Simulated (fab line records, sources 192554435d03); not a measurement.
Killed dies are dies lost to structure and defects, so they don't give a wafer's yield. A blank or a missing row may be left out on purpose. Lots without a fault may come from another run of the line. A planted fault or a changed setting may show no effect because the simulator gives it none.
Which tool did it? | flow n5_finfet | 24 lots, 72 wafers sampled, at 6 steps of a route of 1938

WHAT THE GAUGES READ, wafer by wafer
N5_DUMMY_GATE_CD_MEAS_15: target cd 25.8 nm. Usual: cd_nm 24.95 nm, standard deviation 0.28.
lot  | measured    | on        | cd_nm (nm)        | flag
L074 | day 3 00:29 | cd_sem-01 | 25.37 25.23 24.81 |
L075 | day 3 05:17 | cd_sem-02 | 24.71 24.86 24.91 |
L076 | day 3 13:58 | cd_sem-03 | 25.20 24.76 25.27 |
L077 | day 3 18:50 | cd_sem-02 | 24.80 24.85 25.26 |
L078 | day 3 22:40 | cd_sem-03 | 25.39 24.86 25.30 |
L079 | day 4 03:59 | cd_sem-01 | 24.75 25.26 25.19 |
L080 | day 4 09:02 | cd_sem-02 | 25.11 24.52 24.74 |
L081 | day 4 17:51 | cd_sem-03 | 24.63 25.14 25.23 |
L082 | day 5 02:20 | cd_sem-01 | 25.26 24.65 25.30 |
L083 | day 5 09:08 | cd_sem-03 | 25.13 25.13 25.00 |
L084 | day 5 12:09 | cd_sem-02 | 24.97 25.17 25.36 |
L085 | day 6 00:33 | cd_sem-01 | 24.99 24.70 25.57 |
L086 | day 6 04:35 | cd_sem-01 | 25.25 25.00 24.77 |
L087 | day 6 08:29 | cd_sem-02 | 25.07 24.97 24.82 |
L088 | day 6 11:26 | cd_sem-02 | 25.03 24.88 24.70 |
L089 | day 6 16:16 | cd_sem-02 | 24.51 24.37 24.74 |
L090 | day 6 20:44 | cd_sem-01 | 25.18 24.96 25.36 |
L091 | day 7 02:53 | cd_sem-03 | 24.55 24.75 24.84 |
L092 | day 7 16:23 | cd_sem-02 | 24.81 24.60 24.82 |
L093 | day 7 16:44 | cd_sem-01 | 24.65 24.69 24.96 |
L094 | day 8 00:33 | cd_sem-03 | 25.06 24.68 25.06 |
L095 | day 8 10:59 | cd_sem-02 | 25.11 25.18 25.22 |
L096 | day 8 14:11 | cd_sem-03 | 25.03 24.94 25.07 |
L097 | day 8 14:54 | cd_sem-02 | 24.94 24.57 25.28 |

WHICH TOOL RAN EACH LOT (tool, then ch and the chambers of the sampled wafers, then the start)
lot  | N5_FIN_SAQP_FIN_ETCH_36         | N5_FIN_CUT_ETCH_20                | N5_STI_FIN_REVEAL_ETCH_34       | N5_STI_FIN_REVEAL_OXIDATION_33      | N5_DUMMY_GATE_CMP_04
L074 | rie_si-03 ch 0,1, day 2 03:34   | rie_diel-06 ch 1,2,3, day 2 04:39 | rie_si-03 ch 0,1,3, day 2 13:55 | plasma_asher-01 ch 0,1, day 2 14:22 | cmp-01 ch 0,3, day 2 19:59
L075 | rie_si-02 ch 0,1,2, day 2 09:38 | rie_diel-01 ch 1,2,3, day 2 10:22 | rie_si-02 ch 1,3, day 2 19:22   | plasma_asher-02 ch 0,1, day 2 19:47 | cmp-03 ch 0,3, day 3 00:47
L076 | rie_si-05 ch 1,2, day 2 14:11   | rie_diel-01 ch 2,3, day 2 15:37   | rie_si-03 ch 0,2, day 3 04:12   | plasma_asher-02 ch 0,1, day 3 04:39 | cmp-02 ch 0,3, day 3 09:21
L077 | rie_si-02 ch 0,1,3, day 2 22:04 | rie_diel-01 ch 0,1,2, day 2 22:55 | rie_si-03 ch 0,1,3, day 3 09:31 | plasma_asher-01 ch 0,1, day 3 09:56 | cmp-02 ch 0,2,3, day 3 14:12
L078 | rie_si-05 ch 0,1,3, day 3 03:19 | rie_diel-01 ch 2,3, day 3 04:10   | rie_si-02 ch 1,2, day 3 13:22   | plasma_asher-02 ch 0,1, day 3 13:47 | cmp-02 ch 1,2,3, day 3 18:01
L079 | rie_si-02 ch 0,1,3, day 3 09:01 | rie_diel-06 ch 0,3, day 3 09:53   | rie_si-05 ch 0,1, day 3 18:45   | plasma_asher-02 ch 0,1, day 3 19:10 | cmp-02 ch 1,3, day 3 23:26
L080 | rie_si-05 ch 0,1,2, day 3 14:03 | rie_diel-03 ch 0,1,2, day 3 14:54 | rie_si-03 ch 0,2,3, day 3 23:50 | plasma_asher-02 ch 0,1, day 4 00:17 | cmp-02 ch 0,2,3, day 4 04:32
L081 | rie_si-03 ch 0,1,3, day 3 20:44 | rie_diel-01 ch 0,2,3, day 3 22:43 | rie_si-05 ch 1,3, day 4 08:40   | plasma_asher-02 ch 0,1, day 4 09:04 | cmp-01 ch 0,2,3, day 4 13:22
L082 | rie_si-05 ch 1,3, day 4 04:39   | rie_diel-01 ch 0,1,2, day 4 05:34 | rie_si-05 ch 1,2,3, day 4 14:52 | plasma_asher-01 ch 0,1, day 4 15:17 | cmp-01 ch 0,3, day 4 21:40
L083 | rie_si-02 ch 0,2,3, day 4 09:08 | rie_diel-01 ch 0,2, day 4 09:59   | rie_si-03 ch 0,1,2, day 4 19:54 | plasma_asher-02 ch 0,1, day 4 20:22 | cmp-02 ch 0,1,2, day 5 04:40
L084 | rie_si-02 ch 0,2,3, day 4 15:37 | rie_diel-01 ch 0,1,3, day 4 16:28 | rie_si-02 ch 0,1, day 5 02:25   | plasma_asher-01 ch 0,1, day 5 02:50 | cmp-02 ch 1,3, day 5 07:39
L085 | rie_si-05 ch 0,1,3, day 5 05:21 | rie_diel-03 ch 0,1,2, day 5 06:12 | rie_si-03 ch 2,3, day 5 15:21   | plasma_asher-02 ch 0,1, day 5 15:47 | cmp-01 ch 1,2,3, day 5 20:07
L086 | rie_si-05 ch 1,2, day 5 06:55   | rie_diel-06 ch 0,1,2, day 5 07:39 | rie_si-02 ch 0,1,3, day 5 16:37 | plasma_asher-01 ch 0,1, day 5 17:01 | cmp-03 ch 0,1,2, day 5 21:34
L087 | rie_si-02 ch 0,1,3, day 5 10:19 | rie_diel-01 ch 0,1,2, day 5 11:03 | rie_si-02 ch 1,2,3, day 5 20:07 | plasma_asher-02 ch 0,1, day 5 20:32 | cmp-02 ch 0,2,3, day 6 01:09
L088 | rie_si-05 ch 1,2,3, day 5 14:38 | rie_diel-01 ch 0,1,3, day 5 15:22 | rie_si-03 ch 1,2,3, day 6 00:26 | plasma_asher-01 ch 0,1, day 6 00:50 | cmp-02 ch 0,1,3, day 6 06:53
L089 | rie_si-03 ch 0,2,3, day 5 19:49 | rie_diel-03 ch 0,2,3, day 5 20:40 | rie_si-03 ch 0,1,3, day 6 06:28 | plasma_asher-02 ch 0,1, day 6 06:53 | cmp-01 ch 0,2,3, day 6 11:44
L090 | rie_si-03 ch 0,2, day 6 01:32   | rie_diel-01 ch 1,3, day 6 02:24   | rie_si-02 ch 0,1, day 6 11:29   | plasma_asher-01 ch 0,1, day 6 11:55 | cmp-02 ch 0,2,3, day 6 16:12
L091 | rie_si-02 ch 0,3, day 6 07:59   | rie_diel-01 ch 0,1,3, day 6 08:43 | rie_si-02 ch 1,2, day 6 17:40   | plasma_asher-02 ch 0,1, day 6 18:05 | cmp-01 ch 0,2,3, day 6 22:22
L092 | rie_si-05 ch 0,2,3, day 6 14:49 | rie_diel-03 ch 1,2, day 6 15:34   | rie_si-05 ch 1,3, day 7 00:32   | plasma_asher-02 ch 1, day 7 01:16   | cmp-03 ch 2,3, day 7 06:50
L093 | rie_si-02 ch 2,3, day 6 20:41   | rie_diel-06 ch 2,3, day 6 21:53   | rie_si-02 ch 2,3, day 7 07:13   | plasma_asher-01 ch 0,1, day 7 07:52 | cmp-03 ch 0,2,3, day 7 12:09
L094 | rie_si-05 ch 0,1,2, day 7 04:08 | rie_diel-06 ch 0,1,3, day 7 04:52 | rie_si-05 ch 0,1,3, day 7 13:52 | plasma_asher-02 ch 0,1, day 7 14:16 | cmp-03 ch 0,1,2, day 7 20:01
L095 | rie_si-03 ch 0,3, day 7 09:17   | rie_diel-01 ch 1,2, day 7 10:43   | rie_si-05 ch 0,1,3, day 7 19:52 | plasma_asher-01 ch 0,1, day 7 20:18 | cmp-03 ch 0,3, day 8 06:19
L096 | rie_si-02 ch 0,3, day 7 13:38   | rie_diel-06 ch 0,2,3, day 7 14:30 | rie_si-03 ch 1,2, day 7 23:50   | plasma_asher-01 ch 0,1, day 8 00:25 | cmp-01 ch 0,1,2, day 8 06:32
L097 | rie_si-03 ch 1,3, day 7 19:27   | rie_diel-01 ch 0,1,3, day 7 20:11 | rie_si-05 ch 0,1,2, day 8 05:22 | plasma_asher-01 ch 1, day 8 05:47   | cmp-01 ch 0,1,2, day 8 10:02
- N5_FIN_SAQP_FIN_ETCH_36: etches the open film in HBr/Cl2/O2, target depth 120 nm, time 50.4 s.
- N5_FIN_CUT_ETCH_20: etches SiARC in CF4, target depth 26 nm, time 43.3 s.
- N5_STI_FIN_REVEAL_ETCH_34: etches Si in H2, material Si, target depth 0.97 nm.
- N5_STI_FIN_REVEAL_OXIDATION_33: chemistry O2 PLASMA REMOTE, time 20 s.
- N5_DUMMY_GATE_CMP_04: polishes a-Si.

WHAT THE TOOLS THEMSELVES READ (means of the sampled wafers that have a number; where no wafer has one, the mark that the record gives instead)
N5_FIN_SAQP_FIN_ETCH_36. Usual: drypump_motor_current_A 5.6 A, standard deviation 0.53; oes_product_au 0.997 a.u., standard deviation 0.018; throttle_valve_pct 36.0 %, standard deviation 0.53.
lot  | tool      | drypump_motor_current_A (A) | oes_product_au (a.u.) | throttle_valve_pct (%) | flag
L074 | rie_si-03 | 5.3                         | 0.988                 | 35.8                   |
L075 | rie_si-02 | 5.4                         | 0.993                 | 35.9                   |
L076 | rie_si-05 | 6.2                         | 0.991                 | 36.0                   |
L077 | rie_si-02 | 5.2                         | 0.994                 | 35.6                   |
L078 | rie_si-05 | 5.4                         | 0.998                 | 36.1                   |
L079 | rie_si-02 | 5.2                         | 0.995                 | 35.6                   |
L080 | rie_si-05 | 5.8                         | 0.997                 | 36.0                   |
L081 | rie_si-03 | 5.6                         | 0.994                 | 36.0                   |
L082 | rie_si-05 | 5.5                         | 0.985                 | 36.2                   |
L083 | rie_si-02 | 5.7                         | 0.988                 | 35.9                   |
L084 | rie_si-02 | 5.7                         | 0.984                 | 35.9                   |
L085 | rie_si-05 | 5.4                         | 0.993                 | 36.1                   |
L086 | rie_si-05 | 5.9                         | 1.000                 | 35.9                   |
L087 | rie_si-02 | 5.2                         | 0.994                 | 35.6                   |
L088 | rie_si-05 | 5.8                         | 0.997                 | 36.1                   |
L089 | rie_si-03 | 5.9                         | 0.996                 | 36.3                   |
L090 | rie_si-03 | 5.9                         | 1.018                 | 36.5                   |
L091 | rie_si-02 | 5.2                         | 0.984                 | 36.2                   |
L092 | rie_si-05 | 5.7                         | 1.000                 | 36.2                   |
L093 | rie_si-02 | 6.2                         | 0.990                 | 35.7                   |
L094 | rie_si-05 | 5.8                         | 1.006                 | 36.0                   |
L095 | rie_si-03 | 5.9                         | 0.988                 | 36.2                   |
L096 | rie_si-02 | 5.5                         | 0.976                 | 35.6                   |
L097 | rie_si-03 | 5.4                         | 0.993                 | 35.7                   |

N5_FIN_CUT_ETCH_20. Usual: drypump_motor_current_A 5.7 A, standard deviation 0.41; etch_rf_on_time_s 43.3 s, standard deviation 1.2; oes_product_au 0.64 a.u., standard deviation 0.04; rf_vpp_V 184.2 V, standard deviation 1.2; showerhead_plenum_p_Torr 2.15 Torr, standard deviation 0.073; throttle_valve_pct 15.79 %, standard deviation 0.27.
lot  | tool        | drypump_motor_current_A (A) | etch_rf_on_time_s (s) | oes_product_au (a.u.) | rf_vpp_V (V) | showerhead_plenum_p_Torr (Torr) | throttle_valve_pct (%) | flag
L074 | rie_diel-06 | 6.0                         | 43.2                  | 0.64                  | 183.0        | 2.05                            | 15.73                  |
L075 | rie_diel-01 | 5.4                         | 43.5                  | 0.66                  | 185.9        | 2.20                            | 15.84                  |
L076 | rie_diel-01 | 5.4                         | 44.0                  | 0.66                  | 185.2        | 2.21                            | 15.71                  |
L077 | rie_diel-01 | 5.5                         | 44.0                  | 0.63                  | 184.7        | 2.19                            | 15.83                  |
L078 | rie_diel-01 | 5.4                         | 43.1                  | 0.68                  | 184.8        | 2.19                            | 15.83                  |
L079 | rie_diel-06 | 6.3                         | 42.0                  | 0.68                  | 182.7        | 2.03                            | 15.26                  |
L080 | rie_diel-03 | 6.3                         | 44.3                  | 0.63                  | 183.9        | 2.18                            | 15.87                  |
L081 | rie_diel-01 | 5.4                         | 44.0                  | 0.65                  | 183.9        | 2.18                            | 15.82                  |
L082 | rie_diel-01 | 5.5                         | 43.9                  | 0.62                  | 185.0        | 2.19                            | 15.84                  |
L083 | rie_diel-01 | 5.4                         | 44.3                  | 0.63                  | 185.0        | 2.19                            | 15.74                  |
L084 | rie_diel-01 | 5.5                         | 43.3                  | 0.63                  | 185.6        | 2.17                            | 15.95                  |
L085 | rie_diel-03 | 6.2                         | 44.9                  | 0.62                  | 185.3        | 2.17                            | 15.89                  |
L086 | rie_diel-06 | 6.2                         | 43.0                  | 0.68                  | 184.6        | 2.14                            | 15.59                  |
L087 | rie_diel-01 | 5.5                         | 43.8                  | 0.61                  | 184.1        | 2.19                            | 15.86                  |
L088 | rie_diel-01 | 5.5                         | 43.3                  | 0.63                  | 183.6        | 2.17                            | 15.96                  |
L089 | rie_diel-03 | 5.9                         | 44.7                  | 0.64                  | 184.4        | 2.18                            | 15.66                  |
L090 | rie_diel-01 | 5.5                         | 42.5                  | 0.63                  | 184.8        | 2.19                            | 16.02                  |
L091 | rie_diel-01 | 5.5                         | 42.9                  | 0.64                  | 184.5        | 2.17                            | 15.97                  |
L092 | rie_diel-03 | 6.6                         | 43.9                  | 0.60                  | 183.3        | 2.11                            | 15.93                  |
L093 | rie_diel-06 | 5.8                         | 41.9                  | 0.66                  | 182.6        | 2.03                            | 15.57                  |
L094 | rie_diel-06 | 6.3                         | 42.0                  | 0.70                  | 183.5        | 2.10                            | 15.37                  |
L095 | rie_diel-01 | 5.5                         | 43.1                  | 0.61                  | 184.4        | 2.20                            | 15.93                  |
L096 | rie_diel-06 | 6.0                         | 42.5                  | 0.64                  | 182.6        | 2.04                            | 15.58                  |
L097 | rie_diel-01 | 5.5                         | 42.6                  | 0.62                  | 183.8        | 2.17                            | 16.01                  |

N5_STI_FIN_REVEAL_ETCH_34. Usual: drypump_motor_current_A 5.6 A, standard deviation 0.51; oes_product_au 1.003 a.u., standard deviation 0.022; throttle_valve_pct 25.7 %, standard deviation 0.66.
lot  | tool      | drypump_motor_current_A (A) | oes_product_au (a.u.) | throttle_valve_pct (%) | flag
L074 | rie_si-03 | 5.6                         | 0.988                 | 25.8                   |
L075 | rie_si-02 | 5.2                         | 1.011                 | 25.0                   |
L076 | rie_si-03 | 6.0                         | 1.016                 | 26.2                   |
L077 | rie_si-03 | 5.6                         | 0.987                 | 25.8                   |
L078 | rie_si-02 | 5.4                         | 1.029                 | 25.2                   |
L079 | rie_si-05 | 5.6                         | 0.994                 | 25.4                   |
L080 | rie_si-03 | 5.9                         | 0.994                 | 26.0                   |
L081 | rie_si-05 | 5.5                         | 1.008                 | 26.0                   |
L082 | rie_si-05 | 5.8                         | 1.012                 | 25.6                   |
L083 | rie_si-03 | 5.6                         | 1.005                 | 25.9                   |
L084 | rie_si-02 | 4.9                         | 1.015                 | 26.5                   |
L085 | rie_si-03 | 6.0                         | 0.995                 | 25.7                   |
L086 | rie_si-02 | 5.2                         | 1.012                 | 25.7                   |
L087 | rie_si-02 | 5.7                         | 1.002                 | 25.1                   |
L088 | rie_si-03 | 5.7                         | 1.000                 | 25.6                   |
L089 | rie_si-03 | 5.6                         | 0.977                 | 25.8                   |
L090 | rie_si-02 | 4.9                         | 1.026                 | 25.8                   |
L091 | rie_si-02 | 5.4                         | 1.023                 | 25.2                   |
L092 | rie_si-05 | 5.6                         | 0.999                 | 25.7                   |
L093 | rie_si-02 | 6.2                         | 0.985                 | 25.3                   |
L094 | rie_si-05 | 5.4                         | 1.003                 | 25.7                   |
L095 | rie_si-05 | 5.4                         | 1.003                 | 25.7                   |
L096 | rie_si-03 | 5.7                         | 1.011                 | 25.8                   |
L097 | rie_si-05 | 5.8                         | 0.999                 | 25.3                   |

N5_STI_FIN_REVEAL_OXIDATION_33. Usual: drypump_motor_current_A 5.55 A, standard deviation 0.16; heater_power_w 147 W, standard deviation 12.
lot  | tool            | drypump_motor_current_A (A) | heater_power_w (W) | flag
L074 | plasma_asher-01 | 5.41                        | 153                |
L075 | plasma_asher-02 | 5.60                        | 148                |
L076 | plasma_asher-02 | 5.64                        | 147                |
L077 | plasma_asher-01 | 5.39                        | 153                |
L078 | plasma_asher-02 | 5.60                        | 147                |
L079 | plasma_asher-02 | 5.63                        | 144                |
L080 | plasma_asher-02 | 5.60                        | 144                |
L081 | plasma_asher-02 | 5.60                        | 149                |
L082 | plasma_asher-01 | 5.55                        | 141                |
L083 | plasma_asher-02 | 5.58                        | 149                |
L084 | plasma_asher-01 | 5.41                        | 153                |
L085 | plasma_asher-02 | 5.62                        | 146                |
L086 | plasma_asher-01 | 5.56                        | 142                |
L087 | plasma_asher-02 | 5.62                        | 146                |
L088 | plasma_asher-01 | 5.41                        | 153                |
L089 | plasma_asher-02 | 5.59                        | 150                |
L090 | plasma_asher-01 | 5.43                        | 154                |
L091 | plasma_asher-02 | 5.59                        | 150                |
L092 | plasma_asher-02 | 5.54                        | 151                |
L093 | plasma_asher-01 | 5.41                        | 149                |
L094 | plasma_asher-02 | 5.62                        | 150                |
L095 | plasma_asher-01 | 5.56                        | 143                |
L096 | plasma_asher-01 | 5.57                        | 140                |
L097 | plasma_asher-01 | 5.70                        | 130                |

N5_DUMMY_GATE_CMP_04. Usual: motor_current_A 10.1 A, standard deviation 1.3; time_to_endpoint_s 13.9 s, standard deviation 2.6.
lot  | tool   | motor_current_A (A) | time_to_endpoint_s (s) | flag
L074 | cmp-01 | 11.4                | 15.6                   |
L075 | cmp-03 | 10.0                | 11.3                   |
L076 | cmp-02 | 9.9                 | 12.7                   |
L077 | cmp-02 | 9.3                 | 15.0                   |
L078 | cmp-02 | 9.7                 | 12.5                   |
L079 | cmp-02 | 11.2                | 16.2                   |
L080 | cmp-02 | 9.4                 | 14.5                   |
L081 | cmp-01 | 10.4                | 14.3                   |
L082 | cmp-01 | 11.2                | 14.9                   |
L083 | cmp-02 | 9.6                 | 13.5                   |
L084 | cmp-02 | 10.6                | 14.5                   |
L085 | cmp-01 | 9.9                 | 11.0                   |
L086 | cmp-03 | 11.6                | 12.8                   |
L087 | cmp-02 | 9.5                 | 15.3                   |
L088 | cmp-02 | 10.4                | 14.9                   |
L089 | cmp-01 | 10.7                | 15.1                   |
L090 | cmp-02 | 9.0                 | 16.6                   |
L091 | cmp-01 | 10.1                | 16.3                   |
L092 | cmp-03 | 11.8                | 14.9                   |
L093 | cmp-03 | 10.9                | 13.1                   |
L094 | cmp-03 | 10.7                | 14.5                   |
L095 | cmp-03 | 10.2                | 13.9                   |
L096 | cmp-01 | 10.3                | 13.9                   |
L097 | cmp-01 | 9.9                 | 10.0                   |

THE ANSWER, worked out from the rows above alone
Rule: a lot is off if the mean of its wafers that have a number lies more than 3 standard deviations from the usual mean. A lot without any number at a reading at which 4 lots or more have one is off too. The other lots that the step has rows for count as sound. The gauges are gone through in route order, then the tools' own readings, and for those a lot's mean is taken as printed above. The first step at which some lot is off is used, and at that step the reading that is off furthest; a lot without a number counts as furthest.
No lot is off at any reading shown: from this, nothing can be told.

WHAT THE SIMULATOR HAD PUT IN
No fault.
